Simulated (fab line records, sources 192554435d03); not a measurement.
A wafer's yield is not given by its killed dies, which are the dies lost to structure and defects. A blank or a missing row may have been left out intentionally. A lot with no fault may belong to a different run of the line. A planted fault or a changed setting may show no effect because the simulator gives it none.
3 desks, one fault | flow n5_finfet | what lay behind the numbers comes last; until then each desk has only its own

== METROLOGY DESK ==
What the gauges read, lot by lot, whatever tool the lot ran on: means of the sampled wafers that have a number. Any lot whose mean is over 4 standard deviations away from the usual mean is out of limits and marked OUT; that distance is given in the brackets. 7 of its 11 readings are shown, namely those furthest out on some lot.
Columns: A = M3_ILD_THK at N5_BEOL_M3_THK_MEAS_01, usual 79.1 nm; B = DIBL_N at N5_BEOL_M4_RC_MEAS_101, usual 36.5 mV/V; C = DIBL_P at N5_BEOL_M4_RC_MEAS_101, usual 36.5 mV/V; D = IOFF_N at N5_BEOL_M4_RC_MEAS_101, usual 0.163 nA/um; E = IOFF_P at N5_BEOL_M4_RC_MEAS_101, usual 0.219 nA/um; F = SS_P at N5_BEOL_M4_RC_MEAS_101, usual 73.4 mV/dec; G = VT_P at N5_BEOL_M4_RC_MEAS_101, usual -250 mV
lot  | first seen here | A    | B    | C    | D     | E     | F    | G
L830 | day 8 06:41     | 79.0 | 36.4 | 35.3 | 0.162 | 0.195 | 73.4 | -254
L831 | day 8 15:10     | 79.8 | 34.3 | 34.3 | 0.137 | 0.179 | 72.8 | -251
L833 | day 8 23:58     | 79.6 | 35.1 | 34.3 | 0.138 | 0.223 | 72.8 | -247
L836 | day 9 19:32     | 78.0 | 36.6 | 37.5 | 0.177 | 0.260 | 72.7 | -246
L842 | day 11 11:26    | 78.0 | 37.3 | 37.9 | 0.184 | 0.251 | 73.6 | -247
L843 | day 11 13:14    | 79.6 | 38.5 | 39.4 | 0.187 | 0.239 | 74.1 | -248
L845 | day 12 01:55    | 79.6 | 38.4 | 37.8 | 0.178 | 0.244 | 74.2 | -247
L846 | day 12 13:57    | 78.2 | 35.5 | 36.7 | 0.153 | 0.191 | 73.3 | -254
L847 | day 12 21:57    | 78.0 | 34.7 | 36.4 | 0.149 | 0.210 | 73.1 | -249
This desk found nothing out of limits on any of the 9 lots.

== THE DEFECT DESK ==
For each lot, the counts of the inspections along the route, averaged over the sampled wafers that have a number. Any lot whose mean is over 4 standard deviations away from the usual mean is out of limits and marked OUT; that distance is given in the brackets.
Columns: A = raw_defect_count at N5_BEOL_M3_INSPECT_13, usual 429
lot  | first seen here | A
L830 | day 8 08:40     | 391
L831 | day 8 16:44     | 1436 (+11) OUT
L833 | day 9 00:33     | 336
L836 | day 9 21:17     | 1394 (+11) OUT
L842 | day 11 13:04    | 487
L843 | day 11 16:13    | 300
L845 | day 12 03:59    | 357
L846 | day 12 15:20    | 449
L847 | day 12 22:31    | 412
This desk's verdict: out of limits on L831, L836, starting with L831 at day 8 16:44 (raw_defect_count at N5_BEOL_M3_INSPECT_13). In limits: L830, L833, L842, L843, L845, L846, L847.

== DESK OF THE TOOL OWNER: pvd_sputter-01 ==
The tool's own readings at N5_BEOL_M3_HM_DEP_02 (deposits TiN, target thk 20 nm): means of the sampled wafers that have a number, for each lot that ran on this tool. Any lot whose mean is over 4 standard deviations away from the usual mean is out of limits and marked OUT; that distance is given in the brackets.
Columns: A = throttle_valve_pct at N5_BEOL_M3_HM_DEP_02, usual 30.4 %
lot  | first seen here | A
L830 | day 8 08:04     | 30.2
L831 | day 8 16:07     | 29.7
L836 | day 9 20:41     | 30.2
L846 | day 12 14:44    | 30.7
This desk found nothing out of limits on any of the 4 lots.

== ALL TOGETHER ==
The defect desk could have raised an alarm at day 8 16:44, on L831, L836.
At the metrology desk, nothing out of limits was observed.
Nothing out of limits was seen by the tool owner's desk.
The metrology desk holds a record of L831, L836, inside its limits.
Tool owner's desk: L831, L836 on record, inside its limits.
Every lot named ran N5_BEOL_M3_HM_DEP_02 on pvd_sputter-01.

== WHAT WAS PUT IN BY THE SIMULATOR ==
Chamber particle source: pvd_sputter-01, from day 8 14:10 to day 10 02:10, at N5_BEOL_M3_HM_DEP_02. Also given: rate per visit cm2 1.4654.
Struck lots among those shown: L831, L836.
Hours from the fault's start to each desk's first reading out of limits: the defect desk, 3.
